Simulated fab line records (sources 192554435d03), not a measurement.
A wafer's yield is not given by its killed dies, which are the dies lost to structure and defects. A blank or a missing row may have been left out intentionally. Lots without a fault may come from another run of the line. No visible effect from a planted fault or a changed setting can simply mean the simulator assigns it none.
A single fault, viewed from 2 desks :: flow n5Finfet :: only its own numbers are on each desk; what lay behind them is given at the end

TOOL OWNER'S DESK, pecvd-02
The tool's own readings at N5_BEOL_M9_ILD_DEP_00 (deposits SiCOH lowk from DEMS/porogen, target thk 308.51 nm, time 58 s): means of the sampled wafers that have a number, for each lot that ran on this tool. Marked OUT: a lot whose mean sits more than 4 standard deviations from the usual mean, which makes it out of limits; the brackets give that distance.
Columns: A = heaterPowerW at N5_BEOL_M9_ILD_DEP_00, usual 317 W; B = runLengthS at N5_BEOL_M9_ILD_DEP_00, usual 101.0 s; C = showerheadPlenumPTorr at N5_BEOL_M9_ILD_DEP_00, usual 5.747 Torr; D = showerheadVppV at N5_BEOL_M9_ILD_DEP_00, usual 1438 V; E = throttleValvePct at N5_BEOL_M9_ILD_DEP_00, usual 14.0 %
lot: L429
first seen here: day 10 23:54
A: 355
B: 101.1
C: 5.763
D: 1465
E: 13.7

lot: L431
first seen here: day 11 00:59
A: 356
B: 101.1
C: 5.743
D: 1496
E: 13.8

lot: L428
first seen here: day 11 02:02
A: 281
B: 101.1
C: 5.751
D: 1481
E: 15.0

lot: L438
first seen here: day 14 16:17
A: 297
B: 100.9
C: 5.740
D: 1511
E: 14.7

lot: L435
first seen here: day 15 07:17
A: 328
B: 100.9
C: 5.727
D: 1536
E: 14.2

lot: L445
first seen here: day 16 10:05
A: 321
B: 95.7 (-13) OUT
C: 5.723
D: 1547
E: 14.3
This desk finds L445 out of limits, L445 being first, at day 16 10:05 (runLengthS at N5_BEOL_M9_ILD_DEP_00). L429, L431, L428, L438, L435: within limits.

METROLOGY DESK
Means of the sampled wafers that have a number, per lot and without regard to the tool the lot ran on: this is what the gauges read. Marked OUT: a lot whose mean sits more than 4 standard deviations from the usual mean, which makes it out of limits; the brackets give that distance.
Columns: A = M9_ILD_THK at N5_BEOL_M9_THK_MEAS_01, usual 268 nm; B = cdNm at N5_BEOL_M9_CD_MEAS_11, usual 64.1 nm
lot: L429
first seen here: day 11 01:34
A: 269
B: 63.9

lot: L431
first seen here: day 11 02:50
A: 265
B: 64.2

lot: L428
first seen here: day 11 03:19
A: 267
B: 64.5

lot: L432
first seen here: day 12 03:53
A: 269
B: 63.8

lot: L433
first seen here: day 12 06:51
A: 267
B: 63.9

lot: L438
first seen here: day 14 16:52
A: 268
B: 64.2

lot: L435
first seen here: day 15 08:21
A: 265
B: 64.1

lot: L445
first seen here: day 16 10:41
A: 242 (-8.7) OUT
B: 63.6

lot: L444
first seen here: day 16 12:31
A: 269
B: 64.4

lot: L446
first seen here: day 16 17:48
A: 268
B: 64.1

lot: L447
first seen here: day 17 06:35
A: 273
B: 63.8
This desk's result: L445 out of limits, first on L445 (M9_ILD_THK at N5_BEOL_M9_THK_MEAS_01), day 16 10:41. L429, L431, L428, L432, L433, L438, L435, L444, L446, L447: within limits.

BROUGHT TOGETHER
The tool owner's desk could have raised an alarm at day 16 10:05, on L445.
An alarm was possible from the metrology desk at day 16 10:41, on L445.
All the named lots went through N5_BEOL_M9_ILD_DEP_00 on pecvd-02.

WHAT THE SIMULATOR PUT IN
pecvd-02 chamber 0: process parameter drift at N5_BEOL_M9_ILD_DEP_00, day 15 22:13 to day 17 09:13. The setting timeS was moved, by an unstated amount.
Shown lots that were struck: L445.
Hours from the fault's start to each desk's first reading out of limits: the tool owner's desk, 12; the metrology desk, 12.
